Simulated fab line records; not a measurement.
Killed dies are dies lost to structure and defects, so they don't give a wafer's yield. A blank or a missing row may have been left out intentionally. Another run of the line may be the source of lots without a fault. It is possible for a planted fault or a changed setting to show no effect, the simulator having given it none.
fab line records -- flow nandHarc
record lots=12, wafers=36, lastDay=34
route steps=1302 shown P_M1@297 P_M2@326 END@1302
lots that met no fault: from a run of the same line without faults
startH: hours from the record's opening day to when the first of the lot's shown wafers began -- waitH: hours elapsed since this lot's preceding step -- " same as the row above -- L1.1+2: one row covering several wafers at once -- - no value, or no start was given -- * or withheld: withheld -- < > ~ a bound
route shown NAME@n: NAME is a module with steps in the file, n the number in the route of the first one -- usual: mean and standard deviation over wafers with no fault -- same: alike in all rows -- chamber/n: place in a boat -- sites: per-site readings -- _std_site: their standard deviation -- _edge_site: outer sites' mean less inner sites' -- radiusMm: for every site, how far away it sits from the centre of the wafer -- mask NAME#n: copy n -- behind: tool/chamber where the wafer was last shaped -- hold: reason for holding the lot/hours on hold/outcome of the hold -- device: whichever transistor did not switch (one of n, p or np) -- end of line: at the end of the route, the tests of the same wafers -- a step without rows: its recipe alone -- killed: dies lost to structure and defects at the first sort, not the wafer's yield -- map: shows each die of a wafer: x if killed, . if not, _ if none is there
set.NAME: setting as actually run; set.NAME@STEP: the setting as run at that earlier step -- model.NAME: the simulator's own value behind a step, which no gauge read
a sample of lots followed through the steps of the route, with each step as a table and each wafer as a row
services: when a tool's chamber went out of use (startH, in hours from the record's first day, below 0 if earlier), for how many hours, and the reason
## steps
# step NHARC_P_M1_INSPECT_11
# usual rawDefectCount=4.2/2.3
lot.wafer,tool,chamber,startH,waitH,rawDefectCount
L714.2,defectInspect-01,-,141.79,0.0,9
L714.4,defectInspect-01,-,141.79,0.0,3
L714.5,defectInspect-01,-,141.79,0.0,7
L720.1,defectInspect-02,-,201.43,0.0,1
L720.3,defectInspect-02,-,201.43,0.0,3
L720.6,defectInspect-02,-,201.43,0.0,8
L719.1,defectInspect-02,-,201.98,0.0,3
L719.3,defectInspect-02,-,201.98,0.0,2
L719.4,defectInspect-02,-,201.98,0.0,3
L721.1,defectInspect-01,-,216.12,0.0,4
L721.4,defectInspect-01,-,216.12,0.0,2
L721.6,defectInspect-01,-,216.12,0.0,3
L722.2,defectInspect-02,-,224.63,0.0,1
L722.5,defectInspect-02,-,224.63,0.0,1
L722.6,defectInspect-02,-,224.63,0.0,5
L723.1,defectInspect-01,-,233.12,0.0,4
L723.2,defectInspect-01,-,233.12,0.0,2
L723.3,defectInspect-01,-,233.12,0.0,6
L728.3,defectInspect-01,-,287.76,0.0,9
L728.4,defectInspect-01,-,287.76,0.0,3
L728.6,defectInspect-01,-,287.76,0.0,4
L729.3,defectInspect-01,-,301.32,0.0,2
L729.4,defectInspect-01,-,301.32,0.0,7
L729.6,defectInspect-01,-,301.32,0.0,3
L730.2,defectInspect-02,-,302.74,0.0,2
L730.4,defectInspect-02,-,302.74,0.0,1
L730.6,defectInspect-02,-,302.74,0.0,1
L732.2,defectInspect-02,-,325.68,0.0,6
L732.4,defectInspect-02,-,325.68,0.0,5
L732.6,defectInspect-02,-,325.68,0.0,8
L733.2,defectInspect-02,-,337.14,0.0,6
L733.4,defectInspect-02,-,337.14,0.0,7
L733.6,defectInspect-02,-,337.14,0.0,7
L735.2,defectInspect-02,-,358.81,0.0,4
L735.4,defectInspect-02,-,358.81,0.0,3
L735.6,defectInspect-02,-,358.81,0.0,4
# step NHARC_P_M1_DEGAS_29
# recipe tempC=250, timeS=60
# usual heaterPowerW=325/20
lot.wafer,tool,chamber,startH,waitH,heaterPowerW
L714.4,pvdSputter-03,-,142.88,-,329
L714.2,pvdSputter-03,-,142.88,-,305
L714.5,pvdSputter-03,-,142.88,-,342
L720.3,pvdSputter-02,-,202.52,-,367
L720.1,pvdSputter-02,-,202.52,-,317
L720.6,pvdSputter-02,-,202.52,-,374
L719.1,pvdSputter-01,-,203.07,-,305
L719.3,pvdSputter-01,-,203.07,-,308
L719.4,pvdSputter-01,-,203.07,-,325
L721.4,pvdSputter-03,-,217.20,-,289
L721.1,pvdSputter-03,-,217.20,-,346
L721.6,pvdSputter-03,-,217.20,-,333
L722.2,pvdSputter-03,-,225.71,-,334
L722.5,pvdSputter-03,-,225.71,-,328
L722.6,pvdSputter-03,-,225.71,-,299
L723.2,pvdSputter-03,-,234.25,-,297
L723.3,pvdSputter-03,-,234.25,-,330
L723.1,pvdSputter-03,-,234.25,-,331
L728.3,pvdSputter-01,-,288.86,-,310
L728.4,pvdSputter-01,-,288.86,-,323
L728.6,pvdSputter-01,-,288.86,-,313
L729.3,pvdSputter-02,-,302.41,-,321
L729.4,pvdSputter-02,-,302.41,-,308
L729.6,pvdSputter-02,-,302.41,-,319
L730.2,pvdSputter-01,-,303.84,-,332
L730.4,pvdSputter-01,-,303.84,-,306
L730.6,pvdSputter-01,-,303.84,-,329
L732.4,pvdSputter-01,-,326.77,-,328
L732.2,pvdSputter-01,-,326.77,-,318
L732.6,pvdSputter-01,-,326.77,-,331
L733.4,pvdSputter-03,-,338.29,-,292
L733.2,pvdSputter-03,-,338.29,-,334
L733.6,pvdSputter-03,-,338.29,-,282
L735.2,pvdSputter-02,-,359.94,-,313
L735.4,pvdSputter-02,-,359.94,-,315
L735.6,pvdSputter-02,-,359.94,-,322
# step NHARC_P_M1_DEP_33
# recipe targetThkA=300, tempC=370, targetThkNm=30, pressureTorr=3, flowSccm=200, rfW=450, material=SiCN
# usual heaterPowerW=551/79
lot.wafer,tool,chamber,startH,waitH,heaterPowerW
L714.2,pecvd-01,2,144.61,0.1,448
L714.4,pecvd-01,2,144.61,0.1,452
L714.5,pecvd-01,0,144.61,0.1,545
L720.3,pecvd-03,1,204.25,0.1,591
L720.1,pecvd-03,2,204.25,0.1,723
L720.6,pecvd-03,1,204.25,0.1,618
L719.3,pecvd-02,1,204.79,0.1,401
L719.1,pecvd-02,0,204.79,0.1,565
L719.4,pecvd-02,1,204.79,0.1,417
L721.1,pecvd-03,0,218.94,0.1,636
L721.4,pecvd-03,0,218.94,0.1,631
L721.6,pecvd-03,1,218.94,0.1,573
L722.2,pecvd-01,1,227.45,0.1,604
L722.6,pecvd-01,0,227.45,0.1,582
L722.5,pecvd-01,2,227.45,0.1,485
L723.2,pecvd-01,1,236.09,0.1,644
L723.3,pecvd-01,2,236.09,0.1,465
L723.1,pecvd-01,0,236.09,0.1,609
L728.3,pecvd-02,1,290.60,0.1,521
L728.4,pecvd-02,0,290.60,0.1,454
L728.6,pecvd-02,2,290.60,0.1,445
L729.3,pecvd-01,0,304.15,0.1,513
L729.6,pecvd-01,1,304.15,0.1,681
L729.4,pecvd-01,2,304.15,0.1,429
L730.2,pecvd-02,2,305.60,0.1,453
L730.4,pecvd-02,0,305.60,0.1,516
L730.6,pecvd-02,2,305.60,0.1,440
L732.2,pecvd-01,0,328.70,0.1,578
L732.6,pecvd-01,1,328.70,0.1,646
L732.4,pecvd-01,2,328.70,0.1,477
L733.2,pecvd-02,1,340.05,0.1,453
L733.4,pecvd-02,0,340.05,0.1,462
L733.6,pecvd-02,2,340.05,0.1,536
L735.2,pecvd-01,1,361.64,0.1,667
L735.4,pecvd-01,2,361.64,0.1,465
L735.6,pecvd-01,0,361.64,0.1,484
# step NHARC_P_M2_PEB_07
# recipe pebTempC=100, pebTimeS=65
# usual exhaustPa=44.8/0.93, heaterPowerTotalW=156.6/0.44, plateTempC=100.00/0.14
lot.wafer,tool,chamber,startH,waitH,exhaustPa,heaterPowerTotalW,plateTempC
L714.2,lithoTrack-06,0,145.78,0.1,43.6,156.3,100.01
L714.4,lithoTrack-06,0,145.78,0.1,44.5,156.2,99.89
L714.5,lithoTrack-06,0,145.78,0.1,42.9,156.1,99.76
L720.1,lithoTrack-06,0,205.38,0.1,43.8,156.6,100.26
L720.3,lithoTrack-06,0,205.38,0.1,45.4,157.1,100.20
L720.6,lithoTrack-06,0,205.38,0.1,44.7,155.9,100.13
L719.1,lithoTrack-06,0,205.96,0.1,43.7,160.8,101.95
L719.3,lithoTrack-06,0,205.96,0.1,43.8,160.5,101.99
L719.4,lithoTrack-06,0,205.96,0.1,44.4,161.3,102.09
L721.1,lithoTrack-06,0,220.06,0.1,46.0,160.6,102.16
L721.4,lithoTrack-06,0,220.06,0.1,45.7,160.8,102.14
L721.6,lithoTrack-06,0,220.06,0.1,45.2,161.2,102.28
L722.2,lithoTrack-06,0,228.60,0.1,44.9,161.3,102.04
L722.5,lithoTrack-06,0,228.60,0.1,44.3,160.4,102.02
L722.6,lithoTrack-06,0,228.60,0.1,45.0,161.3,102.20
L723.1,lithoTrack-01,0,237.24,0.1,45.8,156.2,100.10
L723.2,lithoTrack-01,0,237.24,0.1,45.4,157.2,100.04
L723.3,lithoTrack-01,0,237.24,0.1,46.9,157.1,100.14
L728.3,lithoTrack-01,0,291.60,0.0,44.5,156.9,99.74
L728.4,lithoTrack-01,0,291.60,0.0,45.0,157.1,99.75
L728.6,lithoTrack-01,0,291.60,0.0,43.8,155.9,99.83
L729.3,lithoTrack-06,0,305.29,0.0,45.3,156.2,100.04
L729.4,lithoTrack-06,0,305.29,0.0,44.3,157.2,99.93
L729.6,lithoTrack-06,0,305.29,0.0,44.0,156.1,100.00
L730.2,lithoTrack-06,0,306.54,0.1,44.9,157.2,99.95
L730.4,lithoTrack-06,0,306.54,0.1,45.8,157.2,99.93
L730.6,lithoTrack-06,0,306.54,0.1,45.0,157.1,99.82
L732.2,lithoTrack-04,0,329.79,0.1,45.6,157.0,99.79
L732.4,lithoTrack-04,0,329.79,0.1,45.6,156.7,99.84
L732.6,lithoTrack-04,0,329.79,0.1,45.2,157.1,99.75
L733.2,lithoTrack-06,0,341.17,0.1,43.4,156.4,99.91
L733.4,lithoTrack-06,0,341.17,0.1,44.2,157.0,100.04
L733.6,lithoTrack-06,0,341.17,0.1,44.2,156.9,100.06
L735.2,lithoTrack-04,0,362.69,0.1,45.9,156.0,99.97
L735.4,lithoTrack-04,0,362.69,0.1,46.2,155.9,100.01
L735.6,lithoTrack-04,0,362.69,0.1,44.3,157.2,99.88
# step NHARC_P_M2_CD_MEAS_09
# recipe targetCdNm=170, landingEnergyEv=500
# usual cdNm=169.9/0.45
lot.wafer,tool,chamber,startH,waitH,hold,cdNm
L714.2,cdSem-02,0,145.86,-,-,170.0
L714.4,cdSem-02,0,145.86,-,-,169.8
L714.5,cdSem-02,0,145.86,-,-,169.8
L720.1,cdSem-01,0,205.46,-,-,170.1
L720.3,cdSem-01,0,205.46,-,-,169.6
L720.6,cdSem-01,0,205.46,-,-,169.9
L719.1,cdSem-01,0,206.04,-,awaitDispo/0.2h/release,176.7
L719.3,cdSem-01,0,206.04,-,awaitDispo/0.2h/release,177.0
L719.4,cdSem-01,0,206.04,-,awaitDispo/0.2h/release,176.7
L719.1,cdSem-01,0,-,-,-,177.0
L719.3,cdSem-01,0,-,-,-,176.5
L719.4,cdSem-01,0,-,-,-,176.5
L721.1,cdSem-02,0,220.14,-,awaitDispo/0.2h/release,176.5
L721.4,cdSem-02,0,220.14,-,awaitDispo/0.2h/release,177.0
L721.6,cdSem-02,0,220.14,-,awaitDispo/0.2h/release,177.2
L721.1,cdSem-02,0,-,-,-,176.8
L721.4,cdSem-02,0,-,-,-,177.0
L721.6,cdSem-02,0,-,-,-,177.4
L722.2,cdSem-02,0,228.68,-,awaitDispo/0.2h/release,175.2
L722.5,cdSem-02,0,228.68,-,awaitDispo/0.2h/release,175.1
L722.6,cdSem-02,0,228.68,-,awaitDispo/0.2h/release,175.3
L722.2,cdSem-02,0,-,-,-,175.1
L722.5,cdSem-02,0,-,-,-,175.0
L722.6,cdSem-02,0,-,-,-,175.2
L723.1,cdSem-03,0,237.32,-,-,169.7
L723.2,cdSem-03,0,237.32,-,-,170.1
L723.3,cdSem-03,0,237.32,-,-,170.7
L728.3,cdSem-03,0,291.69,-,-,169.6
L728.4,cdSem-03,0,291.69,-,-,169.8
L728.6,cdSem-03,0,291.69,-,-,170.1
L729.3,cdSem-03,0,305.37,-,-,170.5
L729.4,cdSem-03,0,305.37,-,-,170.1
L729.6,cdSem-03,0,305.37,-,-,169.9
L730.2,cdSem-01,0,306.62,-,-,169.6
L730.4,cdSem-01,0,306.62,-,-,170.7
L730.6,cdSem-01,0,306.62,-,-,170.2
L732.2,cdSem-03,0,329.87,-,-,170.1
L732.4,cdSem-03,0,329.87,-,-,170.3
L732.6,cdSem-03,0,329.87,-,-,170.0
L733.2,cdSem-03,0,341.25,-,-,169.5
L733.4,cdSem-03,0,341.25,-,-,169.0
L733.6,cdSem-03,0,341.25,-,-,169.3
L735.2,cdSem-02,0,362.77,-,-,169.2
L735.4,cdSem-02,0,362.77,-,-,169.8
L735.6,cdSem-02,0,362.77,-,-,169.5
# step NHARC_END_SORT_01
# recipe tempC=25
# usual defectLimitedYield=91.7/2.8, killedAtArray=52/19, killedAtOther=0.8/1, killedAtPeriphery=3.7/2.5, killedDies=56/19, killedOpen=3.5/2, killedShort=2.2/1.4, sort_bin_2_pct=2.9/1.2, sort_bin_3_pct=0.6/0.36, sort_bin_4_pct=4.8/1.6, sortNPass=621/19, sortRimYieldPct=92/3.9, sortYieldPct=91.7/2.8
# same grossDies=677, sort_bin_5_pct[%]=0, sort_bin_6_pct[%]=0, sort_bin_7_pct[%]=0, sort_bin_8_pct[%]=0, sortRimNGross=106.00
lot.wafer,tool,chamber,startH,waitH,defectLimitedYield[%],killedAtArray,killedAtOther,killedAtPeriphery,killedDies,killedOpen,killedShort,sort_bin_2_pct[%],sort_bin_3_pct[%],sort_bin_4_pct[%],sortNPass,sortRimYieldPct[%],sortYieldPct[%]
L721.4,prober-02,0,646.87,3.4,94.4,36,0,2,38,4,1,1.5,0.4,3.7,639,95,94.4
# killed by level:class
L721.4 A_CHANNEL_HOLE_D2:chamberFilmFlake=14 A_WL_FILL:chamberFilmFlake=4 A_CHANNEL_HOLE_D1:chamberFilmFlake=3 A_SLIT:chamberFilmFlake=3 A_BLC:chamberFilmFlake=3 A_CHANNEL_FILL_D1:geometricParticle:open=2 A_CONTACT:chamberFilmFlake=2 P_GATE:geometricParticle:open=1
## services
tool,chamber,startH,hours,kind
pecvd-02,-,128.49,1.2,repair
pecvd-01,-,130.36,13.0,pm
lithoTrack-06,-,143.19,-,consumableReplace:filter
pecvd-03,-,146.65,1.3,repair
pecvd-01,-,148.28,1.9,repair
lithoTrack-01,-,155.00,7.0,pm
pecvd-01,-,157.65,0.9,repair
pvdSputter-01,-,159.21,14.6,repair
pvdSputter-03,-,159.56,3.2,repair
pvdSputter-03,-,176.46,10.0,pm
pvdSputter-01,-,178.68,1.8,repair
lithoTrack-06,-,179.00,7.0,pm
pecvd-03,-,185.13,13.0,pm
lithoTrack-04,-,203.00,7.0,pm
pvdSputter-01,-,226.00,10.0,pm
pecvd-02,-,227.19,13.0,pm
pvdSputter-03,-,264.44,3.5,repair
pvdSputter-02,-,282.96,10.0,pm
pvdSputter-03,-,304.58,1.9,repair
pecvd-01,-,311.36,13.0,pm
pecvd-03,0,327.13,10.3,repair
lithoTrack-01,-,330.00,7.0,pm
lithoTrack-06,-,354.00,7.0,pm
pvdSputter-03,-,354.46,10.0,pm
## key
firstSign step=NHARC_P_M2_PEB_07, reading=plateTempC, direction=up, sigmas=15, usual=*, struck=*
effect step=NHARC_P_M2_PEB_07, reading=heaterPowerTotalW, direction=up, sigmas=9.7, usual=*, struck=*
effect step=NHARC_P_M2_CD_MEAS_09, reading=visit, direction=added, through=controlLoop
effect step=NHARC_P_M2_CD_MEAS_09, reading=cdNm, direction=up, sigmas=14, usual=169.9, struck=176.3, through=controlLoop
metAt NHARC_P_M2_PEB_07
struckLots L719,L721,L722
loopTrim step=NHARC_P_M2_EXPOSE_06, setting=dose, lots=L722
notActingAt NHARC_P_M1_INSPECT_11,NHARC_P_M1_DEGAS_29,NHARC_P_M1_DEP_33
onsetBetween 205.38 205.96
fault kind=processParameterDrift, tool=lithoTrack-06, chamber=-, onsetH=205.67, steps=NHARC_P_M2_PEB_07, channel=pebTempC, offset=*, shape=step, endH=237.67, actsIn=*, stated=*
# loopTrim: a control loop set the setting to another value than it would have without faults
